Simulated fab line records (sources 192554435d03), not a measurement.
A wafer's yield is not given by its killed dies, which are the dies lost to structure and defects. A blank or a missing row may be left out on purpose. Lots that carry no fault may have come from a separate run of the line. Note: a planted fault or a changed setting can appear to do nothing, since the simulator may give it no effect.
fab line records	flow n5Finfet
record lots=6	wafers=17	lastDay=17
route steps=1938 shown BEOL_M1@816 BEOL_M2@841 PASSIVATION@1936
lots that met no fault: taken from a fault-free run of the same line
startH: the number of hours between the record's first day and the start of the first shown wafer of the lot	waitH: hours from the lot's prior step to this one	" same as the row above	L1.1+2: a row that stands for several wafers	- value missing, or start not given	* or withheld: withheld	< > ~ a bound
route shown NAME@n: a module of which the file shows steps, and the number in the route of the first	usual: mean/standard deviation of fault-free wafers	same: alike in all rows	chamber/n: place in a boat	sites: each site's reading	_std_site: standard deviation of those values	_edge_site: inner sites' mean taken away from outer sites' mean	radiusMm: how far each site lies from the wafer's centre	mask NAME#n: copy n	behind: the most recent tool/chamber to have shaped the wafer	hold: why the lot went on hold/how many hours it stayed there/how the hold came to an end	device: the transistor (n, p or np) that didn't switch	end of line: the same wafers' tests at the end of the route	for a step that has no rows: nothing shown but its recipe	killed: the dies lost at the first sort to structure and to defects; this is not the yield of the wafer	map: a wafer's dies, x killed, . not, _ none there
set.NAME: the setting the step ran with; set.NAME@STEP: the setting that earlier step ran with	model.NAME: the simulator's own value behind a step, which no gauge read
lots at selected steps of the route; one table per step, one row per wafer
services: the hour from which a tool's chamber was out of use, counted from the record's first day as startH (under 0 if before that day), plus the number of hours and why
## steps
# step N5_BEOL_M1_SPUTTER_79
# recipe material=Cu	targetThkA=45	tempC=-20	chamberPressurePa=0.07	powerW=withheld	timeS=8.29
# step N5_BEOL_M1_ANNEAL_80
# recipe tempC=400	timeS=240	ambient=vacuum
# step N5_BEOL_M1_SPUTTER_81
# recipe material=Cu	targetThkA=45	tempC=-20	chamberPressurePa=0.07	powerW=withheld	timeS=8.29
# step N5_BEOL_M1_ANNEAL_82
# recipe tempC=400	timeS=240	ambient=vacuum
# step N5_BEOL_M1_SPUTTER_86
# recipe material=Cu	targetThkA=45	tempC=-20	chamberPressurePa=0.07	powerW=withheld	timeS=8.29
# step N5_BEOL_M1_ANNEAL_87
# recipe tempC=400	timeS=240	ambient=vacuum
# usual heaterPowerW=825/58
lot.wafer	tool	chamber	startH	waitH	heaterPowerW
L277.3	pvdSputter-02	-	137.60	0.0	933
L277.5	"	-	"	"	898
L277.6	"	-	"	"	692
L285.2	pvdSputter-02	-	180.18	0.0	855
L285.5	"	-	"	"	746
L285.6	"	-	"	"	847
L294.3	pvdSputter-02	-	232.91	0.0	760
L294.4	"	-	"	"	862
L294.5	"	-	"	"	756
L293.1	pvdSputter-02	-	236.11	0.0	908
L293.3	"	-	"	"	739
L293.6	"	-	"	"	873
L297.1	pvdSputter-03	-	249.18	0.0	883
L297.4	"	-	"	"	780
L297.6	"	-	"	"	862
L300.3	pvdSputter-01	-	274.15	0.0	884
L300.6	"	-	"	"	885
# step N5_BEOL_M1_SPUTTER_88
# recipe material=Cu	targetThkA=45	tempC=-20	chamberPressurePa=0.07	powerW=withheld	timeS=8.29
# step N5_BEOL_M1_ANNEAL_89
# recipe tempC=400	timeS=240	ambient=vacuum
# usual heaterPowerW=825/57
lot.wafer	tool	chamber	startH	waitH	heaterPowerW
L277.3	pvdSputter-02	-	137.82	0.0	878
L277.5	"	-	"	"	835
L277.6	"	-	"	"	698
L285.2	pvdSputter-02	-	180.40	0.0	843
L285.5	"	-	"	"	745
L285.6	"	-	"	"	862
L294.3	pvdSputter-02	-	233.13	0.0	768
L294.4	"	-	"	"	841
L294.5	"	-	"	"	758
L293.1	pvdSputter-02	-	236.33	0.0	885
L293.3	"	-	"	"	766
L293.6	"	-	"	"	855
L297.1	pvdSputter-03	-	249.40	0.0	909
L297.4	"	-	"	"	803
L297.6	"	-	"	"	871
L300.3	pvdSputter-01	-	274.37	0.0	862
L300.6	"	-	"	"	886
# step N5_BEOL_M1_SPUTTER_90
# recipe material=Cu	targetThkA=45	tempC=-20	chamberPressurePa=0.07	powerW=withheld	timeS=8.29
# usual throttleValvePct=30.0/0.93
lot.wafer	tool	chamber	startH	waitH	throttleValvePct
L277.3	pvdSputter-02	-	137.96	0.1	30.8
L277.5	"	-	"	"	29.5
L277.6	"	-	"	"	30.1
L285.2	pvdSputter-02	-	180.54	0.1	29.3
L285.5	"	-	"	"	29.5
L285.6	"	-	"	"	29.6
L294.3	pvdSputter-02	-	233.27	0.1	29.5
L294.4	"	-	"	"	29.5
L294.5	"	-	"	"	29.3
L293.1	pvdSputter-02	-	236.47	0.1	31.1
L293.3	"	-	"	"	29.6
L293.6	"	-	"	"	29.4
L297.1	pvdSputter-03	-	249.54	0.1	30.5
L297.4	"	-	"	"	30.1
L297.6	"	-	"	"	31.6
L300.3	pvdSputter-01	-	274.51	0.1	29.9
L300.6	"	-	"	"	29.4
# step N5_BEOL_M1_ANNEAL_91
# recipe tempC=400	timeS=240	ambient=vacuum
# step N5_BEOL_M1_SPUTTER_92
# recipe material=Cu	targetThkA=45	tempC=-20	chamberPressurePa=0.07	powerW=withheld	timeS=8.29
# step N5_BEOL_M1_ANNEAL_93
# recipe tempC=400	timeS=240	ambient=vacuum
# usual heaterPowerW=824/56
lot.wafer	tool	chamber	startH	waitH	heaterPowerW
L277.3	pvdSputter-02	-	138.26	0.0	892
L277.5	"	-	"	"	833
L277.6	"	-	"	"	729
L285.2	pvdSputter-02	-	180.84	0.0	846
L285.5	"	-	"	"	753
L285.6	"	-	"	"	848
L294.3	pvdSputter-02	-	233.57	0.0	732
L294.4	"	-	"	"	854
L294.5	"	-	"	"	734
L293.1	pvdSputter-02	-	236.77	0.0	884
L293.3	"	-	"	"	750
L293.6	"	-	"	"	860
L297.1	pvdSputter-03	-	249.84	0.0	880
L297.4	"	-	"	"	798
L297.6	"	-	"	"	858
L300.3	pvdSputter-01	-	274.81	0.0	886
L300.6	"	-	"	"	882
# step N5_BEOL_M1_SPUTTER_94
# recipe material=Cu	targetThkA=45	tempC=-20	chamberPressurePa=0.07	powerW=withheld	timeS=8.29
# usual throttleValvePct=30.1/0.94
lot.wafer	tool	chamber	startH	waitH	throttleValvePct
L277.3	pvdSputter-02	-	138.40	0.1	31.3
L277.5	"	-	"	"	29.3
L277.6	"	-	"	"	30.3
L285.2	pvdSputter-02	-	180.98	0.1	29.4
L285.5	"	-	"	"	29.4
L285.6	"	-	"	"	29.2
L294.3	pvdSputter-02	-	233.71	0.1	29.5
L294.4	"	-	"	"	29.4
L294.5	"	-	"	"	29.3
L293.1	pvdSputter-02	-	236.91	0.1	30.9
L293.3	"	-	"	"	29.6
L293.6	"	-	"	"	29.4
L297.1	pvdSputter-03	-	249.98	0.1	30.4
L297.4	"	-	"	"	30.2
L297.6	"	-	"	"	31.6
L300.3	pvdSputter-01	-	274.95	0.1	29.9
L300.6	"	-	"	"	29.3
# step N5_BEOL_M1_ANNEAL_95
# recipe tempC=400	timeS=240	ambient=vacuum
# step N5_BEOL_M1_SPUTTER_96
# recipe material=Cu	targetThkA=45	tempC=-20	chamberPressurePa=0.07	powerW=withheld	timeS=8.29
# step N5_BEOL_M1_ECD_50
# recipe material=Cu	targetThkA=3000
# step N5_BEOL_M1_ANNEAL_51
# recipe tempC=225	timeS=90	ambient=N2
# step N5_BEOL_M1_CMP_52
# recipe stopOn=SiOC	tOverpolishS=6.8	downForcePsi=1	platenRpm=50	clearingPlatenDownForcePsi=1.5	clearingPlatenRpm=50	postCmpClean=cuAlkaline	targetThkNm=40	clearingPlatenPadVelocityMS=0.99484	padVelocityMS=0.99484
# step N5_BEOL_M1_PRE_CLEAN_60
# recipe gas=NH3/H2	timeS=15	tempC=*	rfPowerW=300
# step N5_BEOL_M1_CO_CAP_55
# recipe material=Co	targetThkA=20	tempC=200	precursor=CCTBA/H2	pressureTorr=30	timeS=102.1
# step N5_BEOL_M1_PRE_CLEAN_56
# recipe gas=NH3	timeS=15	tempC=withheld	rfPowerW=300
# step N5_BEOL_M1_DEP_57
# recipe material=SiCN	targetThkA=80	tempC=withheld	precursor=3MS/NH3	pressureTorr=3	rfW=202	timeS=14
# step N5_BEOL_M1_RS_MEAS_58
# recipe thkMeasGauge=four-point-probe	reads=Co_of_BEOL_M1_CO_CAP_55+Cu_of_BEOL_M1_ECD_50+Co_of_BEOL_M1_CVD_47+TaN_of_BEOL_M1_ALD_84
# usual M1_RS=0.67/0.044
lot.wafer	tool	chamber	startH	waitH	M1_RS[ohm/sq]
L277.3	filmMetro-02	-	139.77	0.1	0.68
L277.5	"	-	"	"	0.62
L277.6	"	-	"	"	0.71
L285.2	filmMetro-01	-	182.36	0.1	0.61
L285.5	"	-	"	"	0.67
L285.6	"	-	"	"	0.61
L294.3	filmMetro-02	-	234.98	0.1	0.63
L294.4	"	-	"	"	0.69
L294.5	"	-	"	"	0.65
L293.1	filmMetro-02	-	238.18	0.0	0.64
L293.3	"	-	"	"	0.67
L293.6	"	-	"	"	0.59
L297.1	filmMetro-01	-	251.25	0.0	0.63
L297.4	"	-	"	"	0.62
L297.6	"	-	"	"	0.61
L300.3	filmMetro-01	-	276.78	0.1	0.67
L300.6	"	-	"	"	0.69
# step N5_BEOL_M2_ILD_DEP_00
# recipe material=SiOC	targetThkA=790	tempC=350	precursor=DEMS/O2	pressureTorr=5	rfW=500	timeS=15.3
# step N5_BEOL_M2_THK_MEAS_01
# recipe reads=SiOC_of_BEOL_M2_ILD_DEP_00
# usual M2_ILD_THK=79.2/1.1
lot.wafer	tool	chamber	startH	waitH	M2_ILD_THK[nm]
L277.3	filmMetro-02	-	139.90	0.1	78.6
L277.5	"	-	"	"	78.4
L277.6	"	-	"	"	81.0
L285.2	filmMetro-02	-	182.49	0.1	79.4
L285.5	"	-	"	"	80.2
L285.6	"	-	"	"	81.0
L294.3	filmMetro-01	-	235.11	0.1	78.9
L294.4	"	-	"	"	79.4
L294.5	"	-	"	"	80.3
L293.1	filmMetro-02	-	238.31	0.0	78.2
L293.3	"	-	"	"	78.6
L293.6	"	-	"	"	79.5
L297.1	filmMetro-02	-	251.38	0.0	78.0
L297.4	"	-	"	"	80.8
L297.6	"	-	"	"	78.9
L300.3	filmMetro-02	-	276.93	0.1	79.4
L300.6	"	-	"	"	78.7
# step N5_BEOL_M2_PECVD_72
# recipe material=SiO2	targetThkA=160	tempC=400	precursor=TEOS/O2	pressureTorr=5.5	rfW=450	teosFlowSccm=53.8	gas=O2	flowSccm=3000	timeS=18
# step N5_BEOL_M2_HM_DEP_02
# recipe material=TiN	targetThkA=200	tempC=25	chamberPressurePa=0.49996
# usual throttleValvePct=29.7/0.92
lot.wafer	tool	chamber	startH	waitH	throttleValvePct
L277.3	pvdSputter-02	-	140.26	0.3	29.4
L277.5	"	-	"	"	29.5
L277.6	"	-	"	"	30.9
L285.2	pvdSputter-01	-	182.59	0.0	28.1
L285.5	"	-	"	"	30.6
L285.6	"	-	"	"	29.1
L294.3	pvdSputter-01	-	235.78	0.6	28.2
L294.4	"	-	"	"	30.2
L294.5	"	-	"	"	28.1
L293.1	pvdSputter-01	-	239.30	0.9	29.8
L293.3	"	-	"	"	29.2
L293.6	"	-	"	"	28.2
L297.1	pvdSputter-02	-	251.89	0.4	29.3
L297.4	"	-	"	"	29.5
L297.6	"	-	"	"	30.9
L300.3	pvdSputter-03	-	279.69	2.7	31.5
L300.6	"	-	"	"	30.1
# step N5_BEOL_M2_COAT_61
# recipe resist=SOC	tempC=250	timeS=60	spinRpm=1500	resistThkNm=60
# step N5_BEOL_M2_COAT_62
# recipe resist=SiARC	tempC=220	timeS=60	spinRpm=1500	resistThkNm=12
# step N5_BEOL_M2_COAT_73
# recipe resist=underlayer	tempC=205	timeS=60	spinRpm=1500	resistThkNm=5
# step N5_BEOL_M2_COAT_05
# recipe resist=CAR-EUV	spinRpm=1500	resistThkNm=30
# step N5_BEOL_M2_EBR_07
# recipe solvent=PGMEA	ebrWidthMm=1.5
# step N5_BEOL_M2_SOFTBAKE_06
# recipe tempC=110	timeS=60	resist=CAR-EUV
# step N5_BEOL_M2_EXPOSE_08
# recipe maskId=M2	na=0.33	sourceShape=dipole	sigmaInner=0.369	sigmaOuter=0.767	polarization=unpolarized	doseMj=41.25
# step N5_BEOL_M2_PEB_09
# recipe pebTempC=100	pebTimeS=60	resist=CAR-EUV
# step N5_BEOL_M2_DEVELOP_10
# recipe developTimeS=30	developer=TMAH	resist=CAR-EUV	rinseLiquid=surfactantRinse	dry=airSpin	devTempC=23
# step N5_BEOL_M2_CD_MEAS_11
# recipe targetCdNm=16.79	landingEnergyEv=500	detector=seInlens	polarity=opening
# usual cdNm=16.82/0.27
lot.wafer	tool	chamber	startH	waitH	cdNm
L277.3	cdSem-02	0	140.78	-	16.84
L277.5	"	0	"	"	16.87
L277.6	"	0	"	"	16.80
L285.2	cdSem-03	0	183.11	-	16.62
L285.5	"	0	"	"	16.96
L285.6	"	0	"	"	16.25
L294.3	cdSem-03	0	236.18	-	17.01
L294.4	"	0	"	"	16.75
L294.5	"	0	"	"	16.71
L293.1	cdSem-02	0	239.70	-	16.52
L293.3	"	0	"	"	17.07
L293.6	"	0	"	"	16.34
L297.1	cdSem-01	0	252.28	-	16.81
L297.4	"	0	"	"	17.20
L297.6	"	0	"	"	16.87
L300.3	cdSem-02	0	280.09	-	16.59
L300.6	"	0	"	"	16.60
# step N5_BEOL_M2_OVL_MEAS_12
# recipe pointsPerWafer=522
# usual M2_OVL=0.5/0.64
# same pointsPerWafer=522
lot.wafer	tool	chamber	startH	waitH	M2_OVL[nm]
L277.3	overlay-01	0	140.82	0.0	2.0
L277.5	"	0	"	"	2.0
L277.6	"	0	"	"	2.0
L285.2	overlay-02	0	183.14	0.0	-0.3
L285.5	"	0	"	"	0.2
L285.6	"	0	"	"	0.8
L294.3	overlay-02	0	236.22	0.0	0.5
L294.4	"	0	"	"	1.0
L294.5	"	0	"	"	0.5
L293.1	overlay-01	0	239.73	0.0	0.1
L293.3	"	0	"	"	0.1
L293.6	"	0	"	"	0.1
L297.1	overlay-02	0	252.31	0.0	1.2
L297.4	"	0	"	"	1.1
L297.6	"	0	"	"	1.6
L300.3	overlay-01	0	280.13	0.0	1.1
L300.6	"	0	"	"	0.8
# step N5_BEOL_M2_DESCUM_16
# recipe chemistry=O2	timeS=7	sourcePowerW=50	biasPowerW=20	pressureMtorr=20	rfFrequencyHz=2.712e+07	tempC=40	resist=CAR-EUV	o2FlowSccm=225
# step N5_PASSIVATION_PROBE_49
# usual defectLimitedYield=91.3/1.5	killed_at_M0_to_M3=33/12	killed_at_M4_up=15/5.2	killedAtContacts=12/5.1	killedAtFrontEnd=39/11	killedAtOther=5/3.6	killedDies=103/18	killedOpen=67/13	killedShort=33/7.8	sort_bin_5_function=5.1/0.96	sort_bin_6_memory=3.2/0.71	sortNPass=1077/18	sortYieldPct=91.3/1.5
# same grossDies=1180	killedAtBackSide=0	sort_bin_4_leakage[%]=0	sort_bin_8_speed[%]=0
lot.wafer	tool	chamber	startH	waitH	defectLimitedYield[%]	killed_at_M0_to_M3	killed_at_M4_up	killedAtContacts	killedAtFrontEnd	killedAtOther	killedDies	killedOpen	killedShort	sort_bin_5_function[%]	sort_bin_6_memory[%]	sortNPass	sortYieldPct[%]
L285.2	prober-02	-	306.16	0.1	88.2	67	13	12	46	1	139	104	33	6.6	4.9	1041	88.2
L285.5	prober-02	-	306.31	0.2	91.0	43	20	6	32	5	106	71	34	4.7	3.9	1074	91.0
L285.6	prober-02	-	306.36	0.3	90.8	46	8	6	44	4	108	73	35	5.5	3.2	1072	90.8
L294.3	prober-01	-	365.28	0.1	78.1	181	15	14	42	6	258	72	27	12.6	4.2	922	78.1
L294.4	prober-01	-	365.33	0.2	86.7	83	14	17	38	5	157	57	28	7.1	3.6	1023	86.7
L294.5	prober-01	-	365.38	0.2	77.9	182	23	14	33	9	261	71	30	13.0	4.5	919	77.9
L293.1	prober-02	-	378.11	0.0	81.2	152	10	11	45	4	222	63	24	10.8	4.2	958	81.2
L293.3	prober-02	-	378.21	0.1	81.4	168	11	9	28	4	220	53	20	10.9	3.6	960	81.4
L293.6	prober-02	-	378.36	0.3	87.8	92	12	9	30	1	144	44	16	6.5	2.5	1036	87.8
# killed by level:class
L285.2 BEOL_M1:geometricParticle:open=16 BEOL_M3:geometricParticle:open=14 MOL_CONTACT_COAG:geometricParticle:open=12 BEOL_M2:geometricParticle:open=11 FIN_SAQP:geometricParticle:open=10 BEOL_M0_SAQP:geometricParticle:open=9 FIN_SAQP:geometricParticle:short=8 BEOL_M0_SAQP:geometricParticle:short=8
L285.5 FIN_SAQP:geometricParticle:open=12 BEOL_M3:geometricParticle:open=10 BEOL_M0_SAQP:geometricParticle:short=8 BEOL_M1:geometricParticle:open=7 FIN_SAQP:geometricParticle:short=6 BEOL_M2:geometricParticle:open=5 BEOL_M4:geometricParticle:open=5 BEOL_M5:geometricParticle:open=5
L285.6 STI_FIN_REVEAL:geometricParticle:open=9 BEOL_M1:geometricParticle:open=8 BEOL_M3:geometricParticle:open=8 BEOL_M0_SAQP:geometricParticle:open=7 DUMMY_GATE:geometricParticle:open=6 MOL_CONTACT_COAG:geometricParticle:open=6 BEOL_M2:geometricParticle:open=6 BEOL_M3:geometricParticle:short=6
L294.3 BEOL_M1:unspecified=152 BEOL_M4:geometricParticle:open=14 MOL_CONTACT_COAG:geometricParticle:open=12 FIN_SAQP:geometricParticle:open=9 STI_FIN_REVEAL:geometricParticle:open=7 BEOL_M0_SAQP:geometricParticle:open=7 HKMG_FIN:areaEtch=7 BEOL_M0_SAQP:geometricParticle:short=6
L294.4 BEOL_M1:unspecified=72 FIN_SAQP:geometricParticle:short=17 MOL_CONTACT_COAG:geometricParticle:open=16 FIN_SAQP:geometricParticle:open=12 BEOL_M4:geometricParticle:open=9 BEOL_M2:geometricParticle:open=5 BEOL_M3:geometricParticle:open=4 GATE_CUT:geometricParticle:open=2
L294.5 BEOL_M1:unspecified=153 BEOL_M2:geometricParticle:open=11 MOL_CONTACT_COAG:geometricParticle:open=9 FIN_SAQP:geometricParticle:open=8 BEOL_M4:geometricParticle:open=8 BEOL_M3:geometricParticle:open=6 MOL_CONTACT_COAG:geometricParticle:short=5 HKMG_FIN:areaEtch=5
L293.1 BEOL_M1:unspecified=133 MOL_CONTACT_COAG:geometricParticle:open=10 STI_FIN_REVEAL:geometricParticle:open=6 DUMMY_GATE:geometricParticle:open=5 GATE_CUT:geometricParticle:open=5 BEOL_M1:geometricParticle:open=5 FIN_SAQP:geometricParticle:open=4 STI_FIN_REVEAL:geometricParticle:short=4
L293.3 BEOL_M1:unspecified=147 BEOL_M1:geometricParticle:open=10 GATE_CUT:geometricParticle:open=7 MOL_CONTACT_COAG:geometricParticle:open=7 STI_FIN_REVEAL:geometricParticle:open=5 BEOL_M0_SAQP:geometricParticle:open=5 GATE_CUT:geometricParticle:short=4 BEOL_M4:geometricParticle:open=4
L293.6 BEOL_M1:unspecified=72 HKMG_FIN:areaEtch=11 MOL_CONTACT_COAG:geometricParticle:open=6 BEOL_M1:geometricParticle:open=6 BEOL_M4:geometricParticle:open=6 BEOL_M0_SAQP:geometricParticle:short=4 STARTING-WAFER:geometricParticle:open=4 DUMMY_GATE:geometricParticle:open=3
# map L293.1 (x killed, . not)
_________________........x...________________
______________.................._____________
___________............x...........__________
__________.................x........_________
________..........x.x.x..x......x....._______
_______...x......................x.....______
______...............xx.......xx........_____
_____........x.........x................x____
____x.....................x...........xx..___
___.................x....x...........x.xxx.__
___.............x..................xxxxxxxx__
__....x...xx.x.x............x....x.xxxxxxxxx_
__..........x...x...x....x......x.xxxxxxxxxx_
_......................x.x......xxxxxxxxxxxxx
_.xx.x...x..x...x...............xxxxxxxxxxxxx
_.x........................x....xxxxxxxxxxxxx
_x..........................x..x.xxxxxxxxxxxx
_...x......x............x.......xxxxxxxxxxxxx
_.......x...........xx.........xxxxxxxxxxxxxx
_................................xxxxxxxxxxxx
_...................x..............xxxxxxxxxx
__.........x.....x.........x...x....x...x.x._
__...............x.x.................x....x._
___....................................x...__
___..............x...x.....x......x....x..x__
____................x................x....___
_____........xx..........................____
______..x.....x........................._____
_______............x.xx..........x.....______
________...............x....x........._______
__________................x......x.._________
___________......x.....x...........__________
______________.............x...._____________
_________________............________________
# map L294.5 (x killed, . not)
_________________............________________
______________.................x_____________
___________........................__________
__________.................x..x....._________
________.....x.x...........x........x._______
_______.x......x........x.x......x.....______
______.....x.......x...........x.x..x..._____
_____....x..xx.............x.x.x.x.x.x.x.____
____...................x...xxxxxxxxxxx....___
___.......x..x..............xxxxxxxxxx.xx..__
___xx...........x........x.xxxxxxxxxxxxx...__
__.....x...........x......xxxxxxxxxxxxxx.xx._
__x..x.......x.......x...xxxxxxxxxxxxxxxxx.._
_........................xxxxxxxxxxxxxxx.....
_x...................x..xx.xxxxxxxxxxxxx.x...
_x......x....xx..........xx.xxxxxxxxxxx.x..x.
_.....x.x.........x........xxxxxxxxxxx.xxxx..
_..x.........x...........xx..xxxxxxxxx.......
_..................x........x.xxxxx...x..x...
_.....x.............x........xx.x.x.xx....x..
_...x......x........x............x.x......x..
__x...x..........................x.x.x..x..x_
__x.............x.....x......x.........x...._
___....x....................xx.x...x.......__
___.................x.....................x__
____..xx........xx........................___
_____...x.............x..x.....xx........____
______....................x.......x...x._____
_______..................x.............______
________............x.......x......x.._______
__________.........x.........x...x.._________
___________.....x..x............x..__________
______________..x...x...x......x_____________
_________________............________________
## services
tool	chamber	startH	hours	kind
pvdSputter-02	-	166.21	1.9	repair
pvdSputter-03	-	186.93	2.6	repair
## key
firstSign step=N5_PASSIVATION_PROBE_49	reading=killed_at_M0_to_M3	direction=up	sigmas=9.3	usual=33	struck=143
effect step=N5_PASSIVATION_PROBE_49	reading=defectLimitedYield	direction=down	sigmas=6.1	usual=91.3	struck=82.2
moreKillsBornAt N5_BEOL_M1_SPUTTER_94@pvdSputter-02=729
metAt N5_BEOL_M1_SPUTTER_94
struckWafers L293.1,L293.3,L293.6,L294.3,L294.4,L294.5
baselineLoss step=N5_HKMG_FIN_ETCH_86	wafers=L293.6
onsetBetween 180.98 233.71
alsoFits N5_BEOL_M1_ANNEAL_87:pvdSputter-02,N5_BEOL_M1_ANNEAL_89:pvdSputter-02,N5_BEOL_M1_SPUTTER_90:pvdSputter-02,N5_BEOL_M1_ANNEAL_93:pvdSputter-02
fault kind=chamberParticleSource	tool=pvdSputter-02	chamber=-	onsetH=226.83	steps=N5_BEOL_M1_SPUTTER_94	ratePerVisitCm2=1.9836	endH=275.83
# baselineLoss: these wafers lose ten dies or more at that step, a loss of the line's own and not of a fault; the sort's usual values leave them out
